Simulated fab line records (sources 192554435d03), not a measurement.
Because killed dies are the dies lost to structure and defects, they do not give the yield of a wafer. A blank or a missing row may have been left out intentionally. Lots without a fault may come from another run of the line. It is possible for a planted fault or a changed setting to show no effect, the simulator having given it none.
A struck lot beside a sound one / flow n5-finfet / 37 steps out of a route of 1938
Sound: these wafers, L858.1, L858.4, L858.6. Struck: wafer L873.4. (L873.2 of the same lot was not struck and is left out.) The cause comes at the end.
Per side, at each step with rows, come the tool, then ch with its chambers, and then its first start. Under that, the readings that differ: sound wafers / struck wafers / difference of the means / sigmas: that difference in standard deviations of wafers without a fault.
alike: readings with means less than 2 such deviations apart, plus words and numbers identical on both sides. not compared: withheld readings, readings lacking a value on some wafer, bounds such as >300 that could conceal the same value, and numbers that have no deviation in the record and whose values overlap.
Wherever a step has rows on one side only, a row that says differs or no value, or a row with sigmas, the two part there. Numbers that don't overlap but have no deviation are shown without sigmas and don't part them. A reading that every wafer of one side lacks parts them only if that side has two wafers or more.

first, 9 steps without rows for these wafers: N5_BEOL_M4_ANNEAL_95 (time 240 s); N5_BEOL_M4_SPUTTER_96 (material Cu, target thk 4.5 nm, time 8.29 s); N5_BEOL_M4_ECD_50 (material Cu, target thk 300 nm); N5_BEOL_M4_ANNEAL_51 (time 90 s); N5_BEOL_M4_CMP_52 (polishes, stops on SiOC, t overpolish 6.8 s, target thk 40 nm); N5_BEOL_M4_PRE_CLEAN_60 (time 15 s); N5_BEOL_M4_CO_CAP_55 (material Co, precursor CCTBA/H2, target thk 2 nm, time 102.1 s); N5_BEOL_M4_PRE_CLEAN_56 (time 15 s); N5_BEOL_M4_DEP_57 (deposits SiCN from 3MS/NH3, target thk 8 nm, time 14 s).
N5_BEOL_M4_RC_MEAS_101:
  sound on prober-02 ch 0, day 10 20:44; struck on prober-01 ch 0, day 14 04:04
  alike: DIBL_N, DIBL_P, IOFF_N, IOFF_P, ION_N, ION_P, SS_N, SS_P, VT_N, VT_P
N5_BEOL_M5_ILD_DEP_00: deposits SiCOH lowk from DEMS/porogen, target thk 140.64 nm, time 25.9 s.
  sound on pecvd-02 ch 0,1, day 10 21:41; struck on pecvd-02 ch 1, day 14 04:52
reading=model.SiCOH_lowk_of_BEOL_M5_ILD_DEP_00.thk-nm (nm); sound=140.2 140.4 139.6; struck=69.6; difference=-70.5; sigmas=
  alike: heater-power-w, showerhead-plenum-p-Torr, throttle-valve-pct
then, 1 step without rows for these wafers: N5_BEOL_M5_CURE_79 (cures SiCOH lowk, time 240 s).
N5_BEOL_M5_THK_MEAS_01:
  sound: film-metro-01 at day 10 22:17; struck: film-metro-01 at day 14 05:26
reading=M5_ILD_THK (nm); sound=120.7 120.8 120.2; struck=59.7; difference=-60.9; sigmas=-36
then, 22 steps without rows for these wafers: N5_BEOL_M5_PECVD_70 (deposits SiO2 from TEOS/O2, target thk 16 nm, time 18 s); N5_BEOL_M5_HM_DEP_02 (deposits TiN, target thk 20 nm); N5_BEOL_M5_COAT_59 (time 60 s, resist thk 60 nm); N5_BEOL_M5_COAT_60 (time 60 s, resist thk 12 nm); N5_BEOL_M5_COAT_71 (time 60 s, resist thk 5 nm); N5_BEOL_M5_COAT_05 (resist thk 30 nm); N5_BEOL_M5_EBR_07; N5_BEOL_M5_SOFTBAKE_06 (time 60 s); N5_BEOL_M5_EXPOSE_08 (exposes mask M5, target cd 28 nm); N5_BEOL_M5_PEB_09 (peb time 60 s); N5_BEOL_M5_DEVELOP_10 (develop time 30 s); N5_BEOL_M5_DESCUM_16 (chemistry O2, time 7 s); N5_BEOL_M5_ETCH_72 (etches underlayer in N2/H2, target depth 6.5 nm, time 5.2 s); N5_BEOL_M5_ETCH_61 (etches SiARC in CF4, target depth 15.6 nm, time 26 s); N5_BEOL_M5_ETCH_62 (etches SOC in N2/H2, target depth 75 nm, overetch 15 nm, time 112.5 s); N5_BEOL_M5_STRIP_63 (strips in N2/H2); N5_BEOL_M5_STRIP_73 (strips in N2/H2); N5_BEOL_M5_STRIP_64 (strips in CF4); N5_BEOL_M5_HM_OPEN_17 (chemistry Cl2/BCl3, target TiN, target depth 20 nm, overetch 6 nm); N5_BEOL_M5_STRIP_19 (strips in O2); N5_BEOL_M5_COAT_65 (time 60 s, resist thk 60 nm); N5_BEOL_M5_COAT_66 (time 60 s, resist thk 12 nm).
N5_BEOL_M5_CMP_52: polishes, stops on SiCOH lowk, t overpolish 6.9 s, target thk 62 nm.
  sound on cmp-01 ch 0,1,2, day 11 10:23; struck on cmp-03 ch 2, day 14 16:13
reading=model.SiCOH_lowk_of_BEOL_M5_ILD_DEP_00.thk-nm (nm); sound=117.6 117.8 117; struck=56.6; difference=-60.9; sigmas=
  alike: motor-current-A, retaining-ring-pressure-frac
-- the record jumps here: 4 days lie between the struck wafers' starts before and after (it left off in module BEOL_M5 and takes up again in module PASSIVATION, whose first step shown is number 1936 of the route) --
N5_PASSIVATION_PROBE_49:
  sound: prober-01 at day 15 06:34; struck: prober-01 at day 19 03:07
reading=defect-limited-yield (%); sound=90.2 91.9 90.5; struck=0.2; difference=-90.7; sigmas=-65
reading=killed_at_M4_up; sound=20 12 21; struck=1077; difference=+1059; sigmas=+99 or more
reading=killed-at-other; sound=1 4 4; struck=13; difference=+10; sigmas=+3
reading=killed-dies; sound=116 95 112; struck=1178; difference=+1070; sigmas=+63
reading=killed-on-rim; sound=11 13 15; struck=152; difference=+139; sigmas=+40
reading=sort-n-pass; sound=1064 1085 1068; struck=2; difference=-1070; sigmas=-63
reading=sort-yield-pct (%); sound=90.2 91.9 90.5; struck=0.2; difference=-90.7; sigmas=-65
  alike: killed_at_M0_to_M3, killed-at-contacts, killed-at-front-end, killed-open, killed-short, sort_bin_5_function, sort_bin_6_memory

WHERE THEY PART
Last at N5_PASSIVATION_PROBE_49 as far as this record goes, first at N5_BEOL_M5_THK_MEAS_01.

WHY: what had been put in by the simulator
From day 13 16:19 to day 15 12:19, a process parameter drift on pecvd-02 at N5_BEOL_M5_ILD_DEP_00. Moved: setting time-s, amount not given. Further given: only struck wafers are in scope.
